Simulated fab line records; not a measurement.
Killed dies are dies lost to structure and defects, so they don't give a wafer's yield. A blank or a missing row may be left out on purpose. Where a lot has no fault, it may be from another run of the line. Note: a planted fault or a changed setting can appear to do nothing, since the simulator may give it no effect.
Which tool is to blame? -- flow n5Finfet -- 29 wafers from 11 lots sampled at 2 of the route's 1938 steps

== WHAT THE GAUGES SHOWED, per wafer ==
N5_BEOL_M9_CD_MEAS_11: target cd 64.1 nm. Usual: cdNm reads 63.6 nm (standard deviation 0.59).
lot,measured,on,cdNm (nm),flag
L880,day 9 15:40,cdSem-03,63.0 63.3 63.5,
L882,day 10 21:30,cdSem-02,63.8 64.2,
L885,day 11 04:52,cdSem-01,63.8 64.3 63.1,
L883,day 11 07:37,cdSem-02,64.1 63.1 62.8,
L884,day 11 08:35,cdSem-03,64.5 63.8 64.4,
L886,day 11 20:10,cdSem-02,63.1 62.5 63.5,
L887,day 12 10:07,cdSem-02,64.0 64.0 63.6,
L891,day 12 23:16,cdSem-03,64.1 64.0,
L893,day 13 02:38,cdSem-02,64.9 64.0,
L899,day 14 21:08,cdSem-01,62.9 64.0 63.5,
L901,day 15 04:35,cdSem-01,63.6 63.8,

== TOOL THAT RAN EACH LOT (tool first, then ch and the chambers of the sampled wafers, then the start) ==
lot,N5_BEOL_M8_ANNEAL_51
L880,"rtpAnneal-02 ch 0, day 9 12:35"
L882,"rtpAnneal-02 ch 0, day 10 19:06"
L885,"rtpAnneal-01 ch 0, day 11 01:30"
L883,"rtpAnneal-01 ch 0, day 11 04:23"
L884,"rtpAnneal-01 ch 0, day 11 05:07"
L886,"rtpAnneal-01 ch 0, day 11 17:22"
L887,"rtpAnneal-02 ch 0, day 12 06:11"
L891,"rtpAnneal-02 ch 0, day 12 20:43"
L893,"rtpAnneal-01 ch 0, day 13 00:29"
L899,"rtpAnneal-01 ch 0, day 14 19:17"
L901,"rtpAnneal-01 ch 0, day 15 02:08"
- N5_BEOL_M8_ANNEAL_51: time 90 s.

== AS READ BY THE TOOLS THEMSELVES (means over the sampled wafers that have a number; for cases with no such wafer, the mark the record gives instead) ==
N5_BEOL_M8_ANNEAL_51. Usual: wafer_temp_C_max reads 226.1 (standard deviation 0.42).
lot,tool,wafer_temp_C_max,flag
L880,rtpAnneal-02,225.7,
L882,rtpAnneal-02,226.0,
L885,rtpAnneal-01,226.5,
L883,rtpAnneal-01,226.3,
L884,rtpAnneal-01,226.2,
L886,rtpAnneal-01,226.3,
L887,rtpAnneal-02,226.1,
L891,rtpAnneal-02,225.6,
L893,rtpAnneal-01,226.5,
L899,rtpAnneal-01,226.5,
L901,rtpAnneal-01,226.1,

== THE ANSWER, worked out from the rows above alone ==
Rule: take the mean of a lot's wafers that have a number; if it is more than 3 standard deviations from the usual mean, the lot is off. A lot without any number at a reading at which 4 lots or more have one is off too. All remaining lots with rows at the step are treated as sound. The gauges are gone through in route order, then the tools' own readings, and for those a lot's mean is taken as printed above. The first step at which some lot is off is used, and at that step the reading that is off furthest; a lot without a number counts as furthest.
No lot is off on any of the readings shown, so nothing can be concluded from this.

== WHAT THE SIMULATOR HAD PUT IN ==
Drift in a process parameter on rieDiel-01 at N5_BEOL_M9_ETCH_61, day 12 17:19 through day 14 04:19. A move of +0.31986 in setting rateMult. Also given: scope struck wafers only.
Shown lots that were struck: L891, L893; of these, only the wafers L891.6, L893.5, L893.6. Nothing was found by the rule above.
